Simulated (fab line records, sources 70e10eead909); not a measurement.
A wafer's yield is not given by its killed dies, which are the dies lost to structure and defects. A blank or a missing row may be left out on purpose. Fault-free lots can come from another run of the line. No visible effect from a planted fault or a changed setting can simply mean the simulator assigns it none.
A struck lot beside a sound one | flow nand_harc | 14 out of 1302 route steps
Sound: these wafers, L245.2, L245.3, L245.5. The struck wafers were L237.2, L237.3, L237.5. The cause is named last.
For every step that has rows: the tool of each side, followed by ch and its chambers, followed by its first start. Under that, the readings that differ: sound wafers | struck wafers | difference of the means | sigmas: that difference in standard deviations of wafers without a fault.
alike: words and numbers the same on both sides, and readings whose means are apart by under 2 such deviations; not compared: readings that were withheld, readings missing a value for some wafer, numbers with overlapping values and no deviation given by the record, and bounds like >300 which may hide the same value.
Wherever a step has rows on one side only, a row that says differs or no value, or a row with sigmas, the two part there. When numbers do not overlap yet have no deviation, they are printed without sigmas and do not part them. A reading that every wafer of one side lacks parts them only if that side has two wafers or more.

first, 8 steps without rows for these wafers: NHARC_A_ZERO_WELL_HMDS_03 (time 30 s); NHARC_A_ZERO_WELL_COAT_18 (time 65 s); NHARC_A_ZERO_WELL_COAT_04 (resist thk 600 nm); NHARC_A_ZERO_WELL_SOFTBAKE_05 (time 70 s); NHARC_A_ZERO_WELL_EBR_06; NHARC_A_ZERO_WELL_EXPOSE_07 (exposes mask A ZERO); NHARC_A_ZERO_WELL_PEB_08 (peb time 80 s); NHARC_A_ZERO_WELL_DEVELOP_09 (time 50 s).
NHARC_A_ZERO_WELL_CD_MEAS_10: target cd 2000 nm.
  sound on cd_sem-02 ch 0, day 14 01:33; struck on cd_sem-02 ch 0, day 10 18:59
  alike: cd_nm
then, 1 step without rows for these wafers: NHARC_A_ZERO_WELL_HARDBAKE_11 (time 65 s).
NHARC_A_ZERO_WELL_DESCUM_12: chemistry O2, time 3 s.
  sound on rie_diel-13 ch 1,3, day 14 01:43; struck on rie_diel-13 ch 1,3, day 10 19:08
  alike: drypump_motor_current_A, oes_product_au, rf_vpp_V, showerhead_plenum_p_Torr, throttle_valve_pct
  not compared: rf_hours_counter_h
NHARC_A_ZERO_WELL_ETCH_19: etches the open film in N2/H2, target depth 80 nm, overetch 24 nm, time 87.88 s.
  sound on rie_diel-13 ch 1,2,3, day 14 01:47; struck on rie_diel-13 ch 0,1, day 10 19:13
  alike: bias_w, chamber_pressure_mTorr, drypump_motor_current_A, oes_product_au, rf_vpp_V, showerhead_plenum_p_Torr, throttle_valve_pct
  not compared: rf_hours_counter_h
NHARC_A_ZERO_WELL_ETCH_13: etches the open film in HBr/Cl2, target depth 120 nm, time 40.1 s.
  sound on rie_si-01 ch 0,1,2, day 14 01:56; struck on rie_si-03 ch 1,2, day 10 19:20
  no value came back on the struck wafers for any of 5 readings (bias_w (W), chamber_pressure_mTorr (mTorr) and others); on the sound wafers bias_w (W) reads 99.9 99.6 100.3
  not compared: rf_hours_counter_h
then, 1 step without rows for these wafers: NHARC_A_ZERO_WELL_STRIP_14 (strips in SPM, time 900 s).

## WHERE THEY PART
Only at NHARC_A_ZERO_WELL_ETCH_13, as far as this record shows.

WHY: what the simulator had put in
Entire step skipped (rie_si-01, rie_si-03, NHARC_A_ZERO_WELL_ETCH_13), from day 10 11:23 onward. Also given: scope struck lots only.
